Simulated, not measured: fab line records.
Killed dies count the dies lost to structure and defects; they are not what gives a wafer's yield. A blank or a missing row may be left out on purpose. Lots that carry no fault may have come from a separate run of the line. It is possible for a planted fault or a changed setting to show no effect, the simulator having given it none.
Split-lot experiment / flow n5_finfet / route with 1938 steps; 7 lots, 21 wafers read

== ABOUT THE SPLIT ==
At N5_BEOL_M8_EXPOSE_08 (exposes mask M8), the setting dose_mj was moved away from the recipe's 68.25 on 5 of the 21 wafers read, by -4.8% to +3.4%. This setting was run at the recipe's value on the other wafers.

== FROM THE SPLIT TO THE READING: what the file shows between them, 9 steps ==
- N5_BEOL_M8_PEB_09: peb time 60 s
- N5_BEOL_M8_DEVELOP_10: develop time 30 s
- N5_BEOL_M8_DESCUM_16: chemistry O2, time 7.9 s
- N5_BEOL_M8_ETCH_61: etches SiARC in CF4, target depth 45.5 nm, time 75.8 s
- N5_BEOL_M8_ETCH_62: etches SOC in N2/H2, target depth 110 nm, overetch 22 nm, time 165 s
- N5_BEOL_M8_STRIP_68: strips in N2/H2
- N5_BEOL_M8_STRIP_67: strips in CF4
- N5_BEOL_M8_HM_OPEN_17: chemistry Cl2/BCl3, target TiN, target depth 20 nm, overetch 6 nm
- N5_BEOL_M8_STRIP_19: strips in O2

== THE READING ==
cd_nm, in nm, at N5_BEOL_M8_CD_MEAS_18 (pitch 80 nm, target cd 40 nm). On this fab line, fault-free wafers typically give 40.0 nm with a standard deviation of 0.46 nm.

wafer=L074.1; tool, chamber at the split=arfi_scanner-02, 0; dose_mj as run=68.25; against the recipe=recipe; cd_nm, nm=40.0; against lot-mates on the recipe=-
wafer=L074.2; tool, chamber at the split=arfi_scanner-02, 0; dose_mj as run=68.25; against the recipe=recipe; cd_nm, nm=39.8; against lot-mates on the recipe=-
wafer=L074.5; tool, chamber at the split=arfi_scanner-02, 0; dose_mj as run=68.25; against the recipe=recipe; cd_nm, nm=39.8; against lot-mates on the recipe=-
wafer=L079.1; tool, chamber at the split=arfi_scanner-02, 0; dose_mj as run=68.25; against the recipe=recipe; cd_nm, nm=39.7; against lot-mates on the recipe=-
wafer=L079.2; tool, chamber at the split=arfi_scanner-02, 0; dose_mj as run=68.25; against the recipe=recipe; cd_nm, nm=39.7; against lot-mates on the recipe=-
wafer=L079.5; tool, chamber at the split=arfi_scanner-02, 0; dose_mj as run=68.25; against the recipe=recipe; cd_nm, nm=39.2; against lot-mates on the recipe=-
wafer=L081.2; tool, chamber at the split=arfi_scanner-03, 0; dose_mj as run=68.25; against the recipe=recipe; cd_nm, nm=39.7; against lot-mates on the recipe=-
wafer=L081.4; tool, chamber at the split=arfi_scanner-03, 0; dose_mj as run=65; against the recipe=-4.8%; cd_nm, nm=37.4; against lot-mates on the recipe=-2.3
wafer=L081.5; tool, chamber at the split=arfi_scanner-03, 0; dose_mj as run=65; against the recipe=-4.8%; cd_nm, nm=38.0; against lot-mates on the recipe=-1.7
wafer=L083.4; tool, chamber at the split=arfi_scanner-02, 0; dose_mj as run=68.25; against the recipe=recipe; cd_nm, nm=40.4; against lot-mates on the recipe=-
wafer=L083.5; tool, chamber at the split=arfi_scanner-02, 0; dose_mj as run=68.25; against the recipe=recipe; cd_nm, nm=40.6; against lot-mates on the recipe=-
wafer=L083.6; tool, chamber at the split=arfi_scanner-02, 0; dose_mj as run=70.54; against the recipe=+3.4%; cd_nm, nm=42.1; against lot-mates on the recipe=+1.6
wafer=L095.1; tool, chamber at the split=arfi_scanner-03, 0; dose_mj as run=68.25; against the recipe=recipe; cd_nm, nm=39.8; against lot-mates on the recipe=-
wafer=L095.2; tool, chamber at the split=arfi_scanner-03, 0; dose_mj as run=68.25; against the recipe=recipe; cd_nm, nm=40.2; against lot-mates on the recipe=-
wafer=L095.6; tool, chamber at the split=arfi_scanner-03, 0; dose_mj as run=68.25; against the recipe=recipe; cd_nm, nm=39.5; against lot-mates on the recipe=-
wafer=L092.1; tool, chamber at the split=arfi_scanner-01, 0; dose_mj as run=68.25; against the recipe=recipe; cd_nm, nm=40.4; against lot-mates on the recipe=-
wafer=L092.4; tool, chamber at the split=arfi_scanner-01, 0; dose_mj as run=68.25; against the recipe=recipe; cd_nm, nm=40.4; against lot-mates on the recipe=-
wafer=L092.6; tool, chamber at the split=arfi_scanner-01, 0; dose_mj as run=68.25; against the recipe=recipe; cd_nm, nm=39.9; against lot-mates on the recipe=-
wafer=L094.2; tool, chamber at the split=arfi_scanner-01, 0; dose_mj as run=68.25; against the recipe=recipe; cd_nm, nm=40.9; against lot-mates on the recipe=-
wafer=L094.3; tool, chamber at the split=arfi_scanner-01, 0; dose_mj as run=69.6; against the recipe=+2.0%; cd_nm, nm=41.2; against lot-mates on the recipe=+0.3
wafer=L094.4; tool, chamber at the split=arfi_scanner-01, 0; dose_mj as run=69.6; against the recipe=+2.0%; cd_nm, nm=40.8; against lot-mates on the recipe=-0.1

FIT RESULTS
A straight line over all 21 wafers: cd_nm changes by +0.512 nm for each +1% of dose_mj; r = +0.91; the points scatter about the line by 0.42 nm.
The same after taking each lot's own level away (the mean of its wafers on the recipe; 21 wafers): +0.383 nm for each +1%; r = +0.92; scatter 0.31 nm.
The reading moves by 1.8 nm for the largest change in dose_mj, on that fit.
Measured against the standard deviation above, the lots' own levels, which go from 39.53 to 40.90 nm, span 3.0 times it.
So the lot-to-lot level changes the slope: the two fits differ.
Check: for one of the wafers moved furthest among these (-4.8%), held out of the fit, the line's prediction against its lot-mates is -1.63 nm. Against them it came out at -2.3 nm.

== THESE WAFERS: OTHER SPLITS ==
Other splits were also applied to these wafers ahead of the reading. Each is held against what the fit with the lots' levels taken away leaves over:
other split on the same wafers=N5_BEOL_M6_ETCH_62 time_s; wafers away from the commonest value=6; r with cd_nm (lot level and that fit taken away)=-0.05
other split on the same wafers=N5_BEOL_M7_PECVD_70 temp_c; wafers away from the commonest value=6; r with cd_nm (lot level and that fit taken away)=+0.20
other split on the same wafers=N5_BEOL_M7_TRENCH_ETCH_37 bias_w; wafers away from the commonest value=5; r with cd_nm (lot level and that fit taken away)=-0.17
other split on the same wafers=N5_BEOL_M7_ETCH_41 source_w; wafers away from the commonest value=8; r with cd_nm (lot level and that fit taken away)=-0.28
other split on the same wafers=N5_BEOL_M8_PECVD_70 temp_c; wafers away from the commonest value=8; r with cd_nm (lot level and that fit taken away)=-0.57

== THE WHOLE CHAIN: every reading that the file lists as answering this split, in the file's order ==
step=N5_BEOL_M8_ETCH_61; what it does=etches SiARC in CF4, target depth 45.5 nm, time 75.8 s; reading=BEOL_M8.cd_offset_nm (the simulator's own value, which no gauge read); change (the file's fit)=+0.4 nm for each +1% of the setting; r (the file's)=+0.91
step=N5_BEOL_M8_HM_OPEN_17; what it does=chemistry Cl2/BCl3, target TiN, target depth 20 nm, overetch 6 nm; reading=BEOL_M8.cd_offset_nm (the simulator's own value, which no gauge read); change (the file's fit)=+0.351 nm for each +1% of the setting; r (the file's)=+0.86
step=N5_BEOL_M8_CD_MEAS_18; what it does=pitch 80 nm, target cd 40 nm; reading=cd_nm; change (the file's fit)=+0.387 nm for each +1% of the setting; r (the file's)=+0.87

== THE FILE'S OWN FIT ==
cd_nm changes by +0.387 nm for each +1% of dose_mj, r = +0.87.
